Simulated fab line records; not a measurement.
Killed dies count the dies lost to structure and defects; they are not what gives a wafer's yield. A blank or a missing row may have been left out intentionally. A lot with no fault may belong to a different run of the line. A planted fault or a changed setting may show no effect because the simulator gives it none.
The tool behind it: which one? -- flow nand_harc -- 14 lots with 42 wafers sampled at 5 steps, on a route of 1302 steps

## WHAT THE GAUGES SHOWED, per wafer
NHARC_A_DECK1_JOINT_THK_MEAS_14: measures by ellipsometry. Usual: thk_nm reads 51.1 nm (standard deviation 1.8).
lot,measured,on,thk_nm (nm),flag
L565,day 11 21:11,film_metro-02,50.6 47.9 50.1,
L568,day 12 18:44,film_metro-01,50.1 49.8 51.9,
L567,day 13 05:41,film_metro-01,51.7 51.2 51.0,
L569,day 13 18:15,film_metro-01,53.5 51.3 51.1,
L570,day 13 18:16,film_metro-01,53.7 51.7 51.5,
L571,day 14 07:35,film_metro-02,52.5 47.8 50.2,
L576,day 15 21:09,film_metro-02,51.5 51.8 49.9,
L575,day 15 21:09,film_metro-01,49.5 46.7 51.3,
L577,day 16 16:41,film_metro-01,48.7 46.8 49.7,
L582,day 18 20:27,film_metro-01,51.9 53.7 53.2,
L583,day 19 02:25,film_metro-02,55.4 52.7 53.5,
L584,day 20 03:41,film_metro-02,50.3 50.6 50.0,
L586,day 20 12:44,film_metro-01,49.9 51.8 49.3,
L587,day 21 03:23,film_metro-02,54.0 52.1 53.2,

NHARC_A_ONON_D2_THK_MEAS_18: measures by ellipsometry. Usual: thk_nm reads 1001 nm (standard deviation 8.4).
lot,measured,on,thk_nm (nm),flag
L565,day 13 05:07,film_metro-01,1012 1012 1012,
L568,day 14 15:16,film_metro-01,1000 1001 1000,
L567,day 14 15:16,film_metro-02,994 992 993,
L569,day 15 11:53,film_metro-01,1001 999 1000,
L570,day 15 11:53,film_metro-02,1016 1016 1015,
L571,day 15 20:09,film_metro-01,997 996 997,
L576,day 17 01:40,film_metro-01,993 993 993,
L575,day 17 05:59,film_metro-02,964 1010 964,
L577,day 18 02:29,film_metro-02,957 1000 1000,
L582,day 20 02:34,film_metro-01,999 999 999,
L583,day 20 16:34,film_metro-01,998 1000 1000,
L584,day 21 15:05,film_metro-01,982 982 981,
L586,day 21 21:55,film_metro-01,1012 1012 1009,
L587,day 22 12:56,film_metro-02,1003 1003 1004,

NHARC_END_SORT_01. Usual: killed_at_array 55, standard deviation 19; killed_at_other 0.9, standard deviation 1.4; killed_at_periphery 3.8, standard deviation 2.9; killed_dies 60, standard deviation 19; killed_open 3.3, standard deviation 1.8; killed_short 2.6, standard deviation 1.6.
lot,measured,on,killed_at_array,killed_at_other,killed_at_periphery,killed_dies,killed_open,killed_short,flag
L575,day 29 16:59,prober-02,669 67 672,3 1 1,5 5 4,677 73 677,7 4 3,1 1 1,OFF
L577,day 30 02:23,prober-02,671 48 48,1 0 0,5 5 2,677 53 50,3 3 0,4 2 1,OFF

## WHAT TOOL EACH LOT RAN ON (gives the tool, then ch and the chambers of the sampled wafers, and finally the start)
lot,NHARC_A_DECK1_JOINT_ETCHBACK_00,NHARC_A_ONON_D2_DEP_16
L565,"rie_si-03 ch 0,3, day 11 21:19","pecvd_onon-04 ch 0, day 13 04:43"
L568,"rie_si-06 ch 0,1,2, day 12 18:54","pecvd_onon-04 ch 0, day 14 14:56"
L567,"rie_si-02 ch 2,3, day 13 05:49","pecvd_onon-01 ch 0, day 14 14:49"
L569,"rie_si-02 ch 0,2, day 13 18:24","pecvd_onon-02 ch 0, day 15 11:22"
L570,"rie_si-06 ch 0,1, day 13 18:26","pecvd_onon-04 ch 0, day 15 11:22"
L571,"rie_si-06 ch 0,1,2, day 14 07:43","pecvd_onon-04 ch 0, day 15 19:38"
L576,"rie_si-06 ch 1,2,3, day 15 21:18","pecvd_onon-01 ch 0, day 17 01:12"
L575,"rie_si-02 ch 2,3, day 15 21:17","pecvd_onon-04 ch 0, day 17 05:36"
L577,"rie_si-03 ch 1,2,3, day 16 16:50","pecvd_onon-04 ch 0, day 18 01:58"
L582,"rie_si-03 ch 0,3, day 18 20:37","pecvd_onon-02 ch 0, day 20 02:04"
L583,"rie_si-02 ch 2,3, day 19 02:32","pecvd_onon-04 ch 0, day 20 16:03"
L584,"rie_si-03 ch 0,3, day 20 03:49","pecvd_onon-02 ch 0, day 21 14:35"
L586,"rie_si-02 ch 0,1,2, day 20 12:52","pecvd_onon-02 ch 0, day 21 21:25"
L587,"rie_si-02 ch 1,2, day 21 03:31","pecvd_onon-02 ch 0, day 22 12:29"
- NHARC_A_DECK1_JOINT_ETCHBACK_00: etches the open film in HBr, target depth 30 nm, time 17.4 s.
- NHARC_A_ONON_D2_DEP_16: target thk 1000 nm.

## WHAT THE TOOLS THEMSELVES READ (means of the sampled wafers that have a number; where no wafer has one, the mark that the record gives instead)
NHARC_A_DECK1_JOINT_ETCHBACK_00. Usual: drypump_motor_current_A 6.0 A, standard deviation 0.44; oes_product_au 1.001 a.u., standard deviation 0.013; throttle_valve_pct 23.267 %, standard deviation 0.0099.
lot,tool,drypump_motor_current_A (A),oes_product_au (a.u.),throttle_valve_pct (%),flag
L565,rie_si-03,5.9,1.010,23.259,
L568,rie_si-06,5.7,1.001,23.263,
L567,rie_si-02,6.3,0.990,23.272,
L569,rie_si-02,6.0,1.003,23.268,
L570,rie_si-06,5.3,1.002,23.271,
L571,rie_si-06,5.7,1.006,23.262,
L576,rie_si-06,6.0,1.008,23.263,
L575,rie_si-02,6.1,0.999,23.254,
L577,rie_si-03,5.7,0.997,23.272,
L582,rie_si-03,5.9,1.005,23.263,
L583,rie_si-02,6.3,0.983,23.281,
L584,rie_si-03,6.2,1.017,23.263,
L586,rie_si-02,6.1,1.010,23.268,
L587,rie_si-02,6.1,0.997,23.266,

## THE ANSWER, worked out from the rows above alone
Rule: a lot counts as off when the mean over its wafers that have a number is more than 3 standard deviations away from the usual mean. A lot without any number at a reading at which 4 lots or more have one is off too. Where the step has rows for the other lots, those lots are counted as sound. First the gauges in route order, then the tools' own readings, where a lot's mean is used as printed above. The first step at which some lot is off is used, and at that step the reading that is off furthest; a lot without a number counts as furthest.
Off, at NHARC_END_SORT_01 on killed_dies: L575, L577. Neither off nor sound, because the step has no rows for them: L565, L568, L567, L569, L570, L571, L576, L582, L583, L584, L586, L587.
If a tool, at a process step before that reading, ran all the lots that are off and no sound lot after the first of them, it fits. Gauges at NHARC_END_SORT_01: tried the same way as those tools. This does not decide it: 2 tools fit, namely pecvd_onon-04 at NHARC_A_ONON_D2_DEP_16 and prober-02 at NHARC_END_SORT_01.

## WHAT THE SIMULATOR HAD INSERTED
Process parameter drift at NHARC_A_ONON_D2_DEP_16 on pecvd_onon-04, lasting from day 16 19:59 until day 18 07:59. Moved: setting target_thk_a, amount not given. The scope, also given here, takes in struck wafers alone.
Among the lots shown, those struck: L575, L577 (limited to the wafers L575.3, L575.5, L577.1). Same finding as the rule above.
